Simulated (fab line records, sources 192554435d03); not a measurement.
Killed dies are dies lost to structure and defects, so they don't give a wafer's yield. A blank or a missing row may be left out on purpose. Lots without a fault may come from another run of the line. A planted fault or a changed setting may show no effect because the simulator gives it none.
Which tool did it? | flow n5_finfet | 23 lots, 69 wafers sampled, at 4 steps of a route of 1938

WHAT THE GAUGES READ, wafer by wafer
N5_BEOL_M9_THK_MEAS_01. Usual: M9_ILD_THK 267 nm, standard deviation 3.6.
lot  | measured     | on            | M9_ILD_THK (nm) | flag
L074 | day 10 01:01 | film_metro-02 | 264 266 271     |
L075 | day 10 00:26 | film_metro-02 | 264 263 265     |
L076 | day 10 12:23 | film_metro-01 | 264 266 272     |
L077 | day 10 20:03 | film_metro-02 | 260 270 269     |
L078 | day 11 00:45 | film_metro-02 | 259 267 269     |
L080 | day 11 09:46 | film_metro-01 | 264 264 267     |
L079 | day 11 15:42 | film_metro-01 | 263 265 269     |
L081 | day 11 20:32 | film_metro-01 | 265 269 271     |
L083 | day 11 23:43 | film_metro-02 | 266 271 271     |
L082 | day 12 10:04 | film_metro-02 | 267 261 270     |
L084 | day 12 16:13 | film_metro-02 | 265 267 271     |
L085 | day 13 00:19 | film_metro-01 | 267 265 267     |
L086 | day 13 01:39 | film_metro-02 | 265 266 271     |
L087 | day 13 10:55 | film_metro-02 | 260 267 263     |
L088 | day 13 11:28 | film_metro-02 | 270 266 263     |
L089 | day 13 14:08 | film_metro-02 | 275 267 268     |
L090 | day 13 21:24 | film_metro-02 | 268 263 271     |
L091 | day 13 22:21 | film_metro-01 | 268 261 266     |
L092 | day 14 12:30 | film_metro-01 | 267 264 268     |
L094 | day 14 13:23 | film_metro-01 | 264 271 269     |
L093 | day 14 20:37 | film_metro-02 | 263 263 264     |
L096 | day 15 13:59 | film_metro-02 | 266 266 268     |
L097 | day 16 01:53 | film_metro-01 | 266 262 267     |

WHICH TOOL RAN EACH LOT (tool, then ch and the chambers of the sampled wafers, then the start)
lot  | N5_BEOL_M8_CURE_74            | N5_BEOL_M8_STRIP_19                | N5_BEOL_M8_SPUTTER_48
L074 | uv_cure-01 ch 1, day 9 12:51  | rie_diel-05 ch 2,3, day 9 15:57    | pvd_sputter-03, day 9 19:55
L075 | uv_cure-03 ch 2, day 9 13:26  | rie_diel-05 ch 1,2, day 9 16:30    | pvd_sputter-01, day 9 19:42
L076 | uv_cure-01 ch 0, day 10 01:04 | rie_diel-05 ch 0,2,3, day 10 03:58 | pvd_sputter-01, day 10 08:05
L077 | uv_cure-02 ch 0, day 10 09:11 | rie_diel-02 ch 2,3, day 10 10:35   | pvd_sputter-02, day 10 15:04
L078 | uv_cure-02 ch 0, day 10 15:00 | rie_diel-05 ch 0,2, day 10 16:31   | pvd_sputter-01, day 10 19:07
L080 | uv_cure-01 ch 1, day 11 01:28 | rie_diel-03 ch 0,3, day 11 04:19   | pvd_sputter-01, day 11 08:10
L079 | uv_cure-02 ch 0, day 11 05:02 | rie_diel-03 ch 1,2,3, day 11 08:23 | pvd_sputter-02, day 11 14:07
L081 | uv_cure-01 ch 0, day 11 05:13 | rie_diel-02 ch 2,3, day 11 08:55   | pvd_sputter-02, day 11 18:56
L083 | uv_cure-02 ch 2, day 11 10:52 | rie_diel-03 ch 2,3, day 11 14:32   | pvd_sputter-03, day 11 21:41
L082 | uv_cure-03 ch 1, day 11 22:46 | rie_diel-03 ch 0,3, day 12 02:22   | pvd_sputter-02, day 12 08:28
L084 | uv_cure-03 ch 1, day 12 06:09 | rie_diel-02 ch 1,2,3, day 12 10:35 | pvd_sputter-02, day 12 14:37
L085 | uv_cure-03 ch 2, day 12 15:04 | rie_diel-05 ch 2,3, day 12 17:45   | pvd_sputter-01, day 12 22:43
L086 | uv_cure-01 ch 2, day 12 17:13 | rie_diel-03 ch 0,1,3, day 12 20:32 | pvd_sputter-03, day 12 23:58
L087 | uv_cure-01 ch 2, day 12 23:25 | rie_diel-02 ch 0,1, day 13 02:44   | pvd_sputter-01, day 13 08:57
L088 | uv_cure-03 ch 2, day 13 00:43 | rie_diel-03 ch 1,2, day 13 03:20   | pvd_sputter-03, day 13 09:34
L089 | uv_cure-02 ch 2, day 13 03:57 | rie_diel-03 ch 0,1,2, day 13 07:20 | pvd_sputter-02, day 13 12:22
L090 | uv_cure-03 ch 2, day 13 11:12 | rie_diel-03 ch 0,3, day 13 15:33   | pvd_sputter-02, day 13 19:29
L091 | uv_cure-02 ch 1, day 13 11:50 | rie_diel-02 ch 1,2,3, day 13 15:50 | pvd_sputter-02, day 13 19:48
L092 | uv_cure-01 ch 0, day 14 02:25 | rie_diel-03 ch 0,3, day 14 05:18   | pvd_sputter-02, day 14 10:13
L094 | uv_cure-01 ch 2, day 14 05:04 | rie_diel-02 ch 0,1,2, day 14 09:02 | pvd_sputter-01, day 14 11:10
L093 | uv_cure-02 ch 2, day 14 12:01 | rie_diel-05 ch 0,2, day 14 14:47   | pvd_sputter-01, day 14 19:01
L096 | uv_cure-01 ch 2, day 15 03:04 | rie_diel-03 ch 0,1,2, day 15 06:41 | pvd_sputter-02, day 15 12:08
L097 | uv_cure-02 ch 1, day 15 13:50 | rie_diel-05 ch 0,1, day 15 19:47   | pvd_sputter-01, day 15 23:46
- N5_BEOL_M8_CURE_74: cures SiCOH lowk, time 240 s.
- N5_BEOL_M8_STRIP_19: strips in O2.
- N5_BEOL_M8_SPUTTER_48: material Cu, target thk 10 nm, time 1.667 s.

WHAT THE TOOLS THEMSELVES READ (means of the sampled wafers that have a number; where no wafer has one, the mark that the record gives instead)
N5_BEOL_M8_CURE_74. Usual: lamp_power_pct 52.31 %, standard deviation 0.05; wafer_temp_C_max 387.3, standard deviation 0.74.
lot  | tool       | lamp_power_pct (%) | wafer_temp_C_max | flag
L074 | uv_cure-01 | 52.33              | 386.4            |
L075 | uv_cure-03 | 52.31              | 388.5            |
L076 | uv_cure-01 | 52.31              | 387.9            |
L077 | uv_cure-02 | 52.30              | 386.8            |
L078 | uv_cure-02 | 52.31              | 387.1            |
L080 | uv_cure-01 | 52.25              | 386.3            |
L079 | uv_cure-02 | 52.36              | 387.4            |
L081 | uv_cure-01 | 52.33              | 387.5            |
L083 | uv_cure-02 | 52.30              | 388.0            |
L082 | uv_cure-03 | 52.33              | 387.2            |
L084 | uv_cure-03 | 52.32              | 387.2            |
L085 | uv_cure-03 | 52.29              | 387.1            |
L086 | uv_cure-01 | 52.38              | 387.2            |
L087 | uv_cure-01 | 52.33              | 387.9            |
L088 | uv_cure-03 | 52.32              | 387.3            |
L089 | uv_cure-02 | 52.31              | 388.2            |
L090 | uv_cure-03 | 52.28              | 387.2            |
L091 | uv_cure-02 | 52.31              | 386.5            |
L092 | uv_cure-01 | 52.31              | 387.6            |
L094 | uv_cure-01 | 52.32              | 386.8            |
L093 | uv_cure-02 | 52.32              | 388.8            |
L096 | uv_cure-01 | 52.24              | 387.4            |
L097 | uv_cure-02 | 52.34              | 386.7            |

N5_BEOL_M8_STRIP_19. Usual: drypump_motor_current_A 5.9 A, standard deviation 0.4; oes_product_au 0.81 a.u., standard deviation 0.11; rf_vpp_V 3.6 V, standard deviation 0.66; showerhead_plenum_p_Torr 2.07 Torr, standard deviation 0.07; temp_c 40.01 C, standard deviation 0.13; throttle_valve_pct 16.58 %, standard deviation 0.22.
lot  | tool        | drypump_motor_current_A (A) | oes_product_au (a.u.) | rf_vpp_V (V) | showerhead_plenum_p_Torr (Torr) | temp_c (C) | throttle_valve_pct (%) | flag
L074 | rie_diel-05 | 5.8                         | 0.84                  | 3.9          | 2.08                            | 39.96      | 16.50                  |
L075 | rie_diel-05 | 5.3                         | 0.77                  | 3.9          | 2.13                            | 40.09      | 16.80                  |
L076 | rie_diel-05 | 5.9                         | 0.77                  | 3.2          | 2.12                            | 40.12      | 16.66                  |
L077 | rie_diel-02 | 5.9                         | 0.86                  | 3.8          | 2.04                            | 39.93      | 16.61                  |
L078 | rie_diel-05 | 5.6                         | 0.82                  | 2.9          | 2.08                            | 40.08      | 16.45                  |
L080 | rie_diel-03 | 6.0                         | 0.82                  | 3.5          | 2.06                            | 40.01      | 16.45                  |
L079 | rie_diel-03 | 5.9                         | 0.80                  | 3.7          | 2.06                            | 39.96      | 16.46                  |
L081 | rie_diel-02 | 5.8                         | 0.87                  | 3.5          | 2.05                            | 40.00      | 16.61                  |
L083 | rie_diel-03 | 5.8                         | 0.80                  | 3.6          | 2.05                            | 40.08      | 16.36                  |
L082 | rie_diel-03 | 6.1                         | 0.88                  | 4.4          | 2.06                            | 39.96      | 16.45                  |
L084 | rie_diel-02 | 5.7                         | 0.80                  | 3.8          | 2.08                            | 39.98      | 16.62                  |
L085 | rie_diel-05 | 6.2                         | 0.74                  | 3.3          | 2.11                            | 39.86      | 16.79                  |
L086 | rie_diel-03 | 6.2                         | 0.79                  | 3.5          | 2.07                            | 40.10      | 16.55                  |
L087 | rie_diel-02 | 6.0                         | 0.71                  | 3.9          | 1.99                            | 40.02      | 16.71                  |
L088 | rie_diel-03 | 6.1                         | 0.80                  | 4.2          | 2.07                            | 40.01      | 16.57                  |
L089 | rie_diel-03 | 6.0                         | 0.87                  | 4.1          | 2.06                            | 39.99      | 16.50                  |
L090 | rie_diel-03 | 6.2                         | 0.86                  | 4.3          | 2.06                            | 40.01      | 16.48                  |
L091 | rie_diel-02 | 5.7                         | 0.79                  | 3.7          | 2.08                            | 39.98      | 16.65                  |
L092 | rie_diel-03 | 6.0                         | 0.78                  | 3.9          | 2.05                            | 40.16      | 16.48                  |
L094 | rie_diel-02 | 5.9                         | 0.76                  | 3.4          | 2.03                            | 39.91      | 16.68                  |
L093 | rie_diel-05 | 5.6                         | 0.88                  | 3.7          | 2.07                            | 39.86      | 16.33                  |
L096 | rie_diel-03 | 6.1                         | 0.84                  | 3.6          | 2.05                            | 40.08      | 16.53                  |
L097 | rie_diel-05 | 5.4                         | 0.92                  | 3.4          | 2.16                            | 40.01      | 16.59                  |

N5_BEOL_M8_SPUTTER_48. Usual: cathode_dc_power_W 26000 W, standard deviation 4.7; chamber_pressure_pa 0.13005 Pa, standard deviation 0.00028; throttle_valve_pct 29.8 %, standard deviation 1.2.
lot  | tool           | cathode_dc_power_W (W) | chamber_pressure_pa (Pa) | throttle_valve_pct (%) | flag
L074 | pvd_sputter-03 | 25999                  | 0.12982                  | 30.2                   |
L075 | pvd_sputter-01 | 26001                  | 0.13006                  | 29.9                   |
L076 | pvd_sputter-01 | 26001                  | 0.13025                  | 30.0                   |
L077 | pvd_sputter-02 | 26000                  | 0.13021                  | 29.7                   |
L078 | pvd_sputter-01 | 25999                  | 0.12986                  | 30.0                   |
L080 | pvd_sputter-01 | 25999                  | 0.13015                  | 31.1                   |
L079 | pvd_sputter-02 | 25998                  | 0.13018                  | 31.1                   |
L081 | pvd_sputter-02 | 25997                  | 0.12982                  | 30.6                   |
L083 | pvd_sputter-03 | 25998                  | 0.12992                  | 29.3                   |
L082 | pvd_sputter-02 | 26000                  | 0.13019                  | 29.4                   |
L084 | pvd_sputter-02 | 26005                  | 0.13031                  | 30.6                   |
L085 | pvd_sputter-01 | 25995                  | 0.13002                  | 29.6                   |
L086 | pvd_sputter-03 | 26004                  | 0.12994                  | 29.6                   |
L087 | pvd_sputter-01 | 26000                  | 0.13021                  | 30.7                   |
L088 | pvd_sputter-03 | 26002                  | 0.12997                  | 29.8                   |
L089 | pvd_sputter-02 | 26003                  | 0.13004                  | 29.6                   |
L090 | pvd_sputter-02 | 25998                  | 0.12999                  | 30.7                   |
L091 | pvd_sputter-02 | 26001                  | 0.12983                  | 28.7                   |
L092 | pvd_sputter-02 | 25998                  | 0.13018                  | 28.8                   |
L094 | pvd_sputter-01 | 26001                  | 0.12996                  | 29.4                   |
L093 | pvd_sputter-01 | 26004                  | 0.13010                  | 29.3                   |
L096 | pvd_sputter-02 | 26000                  | 0.13023                  | 29.9                   |
L097 | pvd_sputter-01 | 25998                  | 0.12991                  | 30.6                   |

THE ANSWER, worked out from the rows above alone
Rule: a lot is off if the mean of its wafers that have a number lies more than 3 standard deviations from the usual mean. A lot without any number at a reading at which 4 lots or more have one is off too. The other lots that the step has rows for count as sound. The gauges are gone through in route order, then the tools' own readings, and for those a lot's mean is taken as printed above. The first step at which some lot is off is used, and at that step the reading that is off furthest; a lot without a number counts as furthest.
No lot is off at any reading shown: from this, nothing can be told.

WHAT THE SIMULATOR HAD PUT IN
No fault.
